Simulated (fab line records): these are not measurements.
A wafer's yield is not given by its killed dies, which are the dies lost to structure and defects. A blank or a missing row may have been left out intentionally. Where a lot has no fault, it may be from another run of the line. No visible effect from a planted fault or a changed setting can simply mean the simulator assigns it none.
A single fault, viewed from 2 desks + flow n5 finfet + each desk holds nothing but its own numbers, with what lay behind them at the end

METROLOGY DESK
Means of the sampled wafers that have a number, per lot and without regard to the tool the lot ran on: this is what the gauges read. If a lot's mean is further than 4 standard deviations from the usual mean, the lot is out of limits and carries the mark OUT (the distance appears in the brackets). 7 of its 20 readings are shown: the first one out of limits and those lying furthest out on some lot.
Columns: A = thk nm at N5_SD_EPI_P_EPI_MEAS_23, usual 61.4 nm; B = RS_SD_P at N5_SD_ACTIVATION_RS_MEAS_03, usual 56.1 ohm/sq; C = IOFF_P_LONG at N5_BEOL_M4_RC_MEAS_101, usual 0.000105 nA/um; D = ION_P at N5_BEOL_M4_RC_MEAS_101, usual 464 uA/um; E = REXT_P at N5_BEOL_M4_RC_MEAS_101, usual 100.2 ohm.um; F = RS_SD_P at N5_BEOL_M4_RC_MEAS_101, usual 65.8 ohm/sq; G = VT_P_LVT at N5_BEOL_M4_RC_MEAS_101, usual -98.3 mV
| lot  | first seen here | A               | B               | C        | D   | E                | F               | G      |
|------|-----------------|-----------------|-----------------|----------|-----|------------------|-----------------|--------|
| L615 | day 3 05:13     | 60.2            | 57.5            | 0.000103 | 462 | 99.1             | 67.0            | -99.4  |
| L616 | day 3 11:49     | 61.4            | 56.7            | 0.000113 | 467 | 99.3             | 66.5            | -98.8  |
| L617 | day 3 16:40     | 59.9            | 56.6            | 0.000094 | 456 | 99.9             | 66.2            | -100.4 |
| L618 | day 4 02:58     | 60.6            | 56.9            | 0.000096 | 460 | 100.4            | 67.3            | -101.7 |
| L620 | day 4 12:35     | 62.6            | 55.2            | 0.000096 | 461 | 99.4             | 64.5            | -100.6 |
| L623 | day 5 05:47     | 56.5 (-4.1) OUT | 62.9 (+8.3) OUT | 0.000135 | 440 | 126.3 (+14) OUT  | 74.0 (+8.2) OUT | -105.0 |
| L625 | day 5 17:26     | 55.7 (-4.8) OUT | 62.6 (+7.9) OUT | 0.000113 | 443 | 119.0 (+9.9) OUT | 73.3 (+7.5) OUT | -106.6 |
| L629 | day 6 16:44     | 61.3            | 55.4            | 0.000106 | 464 | 101.4            | 65.7            | -97.8  |
| L632 | day 7 11:26     | 61.3            | 57.3            | 0.000113 | 466 | 102.2            | 67.1            | -96.7  |
| L633 | day 7 17:47     | 62.3            | 56.9            | 0.000108 | 466 | 102.4            | 66.6            | -97.2  |
| L635 | day 8 10:13     | 60.8            | 55.5            | 0.000106 | 465 | 100.2            | 65.2            | -96.9  |
| L636 | day 8 11:07     | 61.7            | 55.7            | 0.000090 | 463 | 101.3            | 65.0            | -100.2 |
| L637 | day 8 18:28     | 60.6            | 56.0            | 0.000108 | 468 | 98.4             | 66.0            | -97.8  |
| L638 | day 8 23:35     | 61.7            | 56.9            | 0.000104 | 462 | 103.3            | 67.1            | -99.6  |
This desk finds L623, L625 out of limits, L623 being first, at day 5 09:26 (thk nm at N5_SD_EPI_P_EPI_MEAS_23). In limits: L615, L616, L617, L618, L620, L629, L632, L633, L635, L636, L637, L638.

THE TOOL OWNER'S DESK: epi rpcvd-02
The tool's own readings at N5_SD_EPI_P_PRECLEAN_51 (cleans in NF3:NH3, afs cycles 1, time 20 s, sublimation time 60 s): means of the sampled wafers that have a number, for each lot that ran on this tool. If a lot's mean is further than 4 standard deviations from the usual mean, the lot is out of limits and carries the mark OUT (the distance appears in the brackets).
Columns: A = rf fwd power W at N5_SD_EPI_P_PRECLEAN_51, usual 29.83 W
| lot  | first seen here | A     |
|------|-----------------|-------|
| L615 | day 3 06:18     | 29.83 |
| L617 | day 3 17:47     | 29.94 |
| L620 | day 4 13:50     | 29.80 |
| L623 | day 5 06:55     | 29.79 |
| L625 | day 5 18:35     | 29.89 |
| L636 | day 8 12:30     | 29.84 |
| L638 | day 9 00:42     | 30.00 |
This desk's finding: nothing out of limits on any of the 7 lots.

BROUGHT TOGETHER
An alarm was possible from the metrology desk at day 5 09:26, on L623, L625.
Nothing out of limits was seen by the tool owner's desk.
Tool owner's desk: L623, L625 on record, inside its limits.
N5_SD_EPI_P_PRECLEAN_51 was run on epi rpcvd-02 by each of the lots named.

WHAT HAD BEEN PUT IN BY THE SIMULATOR
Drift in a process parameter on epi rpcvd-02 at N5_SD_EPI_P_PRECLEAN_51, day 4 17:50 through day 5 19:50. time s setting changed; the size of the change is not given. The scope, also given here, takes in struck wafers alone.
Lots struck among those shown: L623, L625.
Per desk, hours elapsed from the start of the fault to the first reading out of limits: for the metrology desk, 16.
